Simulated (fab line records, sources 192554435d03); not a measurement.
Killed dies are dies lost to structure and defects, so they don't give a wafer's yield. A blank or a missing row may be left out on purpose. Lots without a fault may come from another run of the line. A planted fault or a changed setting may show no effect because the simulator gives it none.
Split-lot experiment | flow n5_finfet | 7 lots, 21 wafers read, on a route of 1938 steps

THE SPLIT
At N5_ZERO_LAYER_EXPOSE_08 (exposes mask ZERO, defocus 0 nm, target cd 2000 nm), the setting dose_mj was moved away from the recipe's 16.2 on 8 of the 21 wafers read, by -2.4% to +4.8%. The other wafers ran this setting at the recipe's value.

FROM THE SPLIT TO THE READING: what the file shows between them, 3 steps
- N5_ZERO_LAYER_PEB_09
- N5_ZERO_LAYER_DEVELOP_10: develop time 60 s
- N5_ZERO_LAYER_HARDBAKE_23: time 120 s

THE READING
cd_nm, in nm, at N5_ZERO_LAYER_CD_MEAS_11 (target cd 2000 nm). Fault-free wafers of this fab line usually give 2000.5 nm, standard deviation 1.5 nm.

wafer  | tool, chamber at the split | dose_mj as run | against the recipe | cd_nm, nm | against lot-mates on the recipe
L075.2 | krf_scanner-01, 0          | 16.2           | recipe             | 2000.7    | -
L075.3 | krf_scanner-01, 0          | 16.2           | recipe             | 2002.1    | -
L075.5 | krf_scanner-01, 0          | 16.2           | recipe             | 2003.4    | -
L076.2 | krf_scanner-02, 0          | 16.59          | +2.4%              | 2004.0    | +3.4
L076.3 | krf_scanner-02, 0          | 16.2           | recipe             | 2000.6    | -
L076.6 | krf_scanner-02, 0          | 16.59          | +2.4%              | 2004.2    | +3.6
L080.2 | krf_scanner-01, 0          | 15.81          | -2.4%              | 1996.5    | -3.3
L080.3 | krf_scanner-01, 0          | 16.2           | recipe             | 1999.8    | -
L080.5 | krf_scanner-01, 0          | 15.81          | -2.4%              | 1996.0    | -3.8
L082.3 | krf_scanner-01, 0          | 16.2           | recipe             | 2002.5    | -
L082.4 | krf_scanner-01, 0          | 16.2           | recipe             | 2001.4    | -
L082.6 | krf_scanner-01, 0          | 16.2           | recipe             | 2000.6    | -
L085.2 | krf_scanner-01, 0          | 16.2           | recipe             | 2002.7    | -
L085.3 | krf_scanner-01, 0          | 16.2           | recipe             | 2003.8    | -
L085.4 | krf_scanner-01, 0          | 16.2           | recipe             | 2002.6    | -
L086.1 | krf_scanner-02, 0          | 16.2           | recipe             | 2002.5    | -
L086.4 | krf_scanner-02, 0          | 16.2           | recipe             | 2001.2    | -
L086.5 | krf_scanner-02, 0          | 16.98          | +4.8%              | 2009.4    | +7.6
L096.1 | krf_scanner-02, 0          | 16.67          | +2.9%              | 2000.9    | no lot-mate on the recipe
L096.4 | krf_scanner-02, 0          | 16.67          | +2.9%              | 2005.2    | no lot-mate on the recipe
L096.6 | krf_scanner-02, 0          | 16.67          | +2.9%              | 2004.5    | no lot-mate on the recipe

THE FIT
A straight line over all 21 wafers: cd_nm changes by +1.35 nm for each +1% of dose_mj; r = +0.83; the points scatter about the line by 1.6 nm.
The same after taking each lot's own level away (the mean of its wafers on the recipe; 18 wafers): +1.52 nm for each +1%; r = +0.97; scatter 0.68 nm.
On that fit, the largest move of dose_mj shifts the reading by 7.3 nm.
The lots' own levels span 1999.80 to 2003.03 nm, that is 2.2 times the standard deviation above.
So the lot-to-lot level changes the slope: the two fits differ.
Check: with one of the wafers moved furthest among these (+4.8%) left out of the fit, the line predicts +7.04 nm for it against its lot-mates. It came out at +7.55 nm against them.

OTHER SPLITS ON THESE WAFERS
These wafers also went through other splits before the reading. Each is held against what the fit with the lots' levels taken away leaves over:
other split on the same wafers | wafers away from the commonest value | r with cd_nm (lot level and that fit taken away)
N5_ZERO_LAYER_COAT_05 spin_rpm | 5                                    | +0.51

THE FILE'S OWN FIT
cd_nm changes by +1.55 nm for each +1% of dose_mj, r = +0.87.
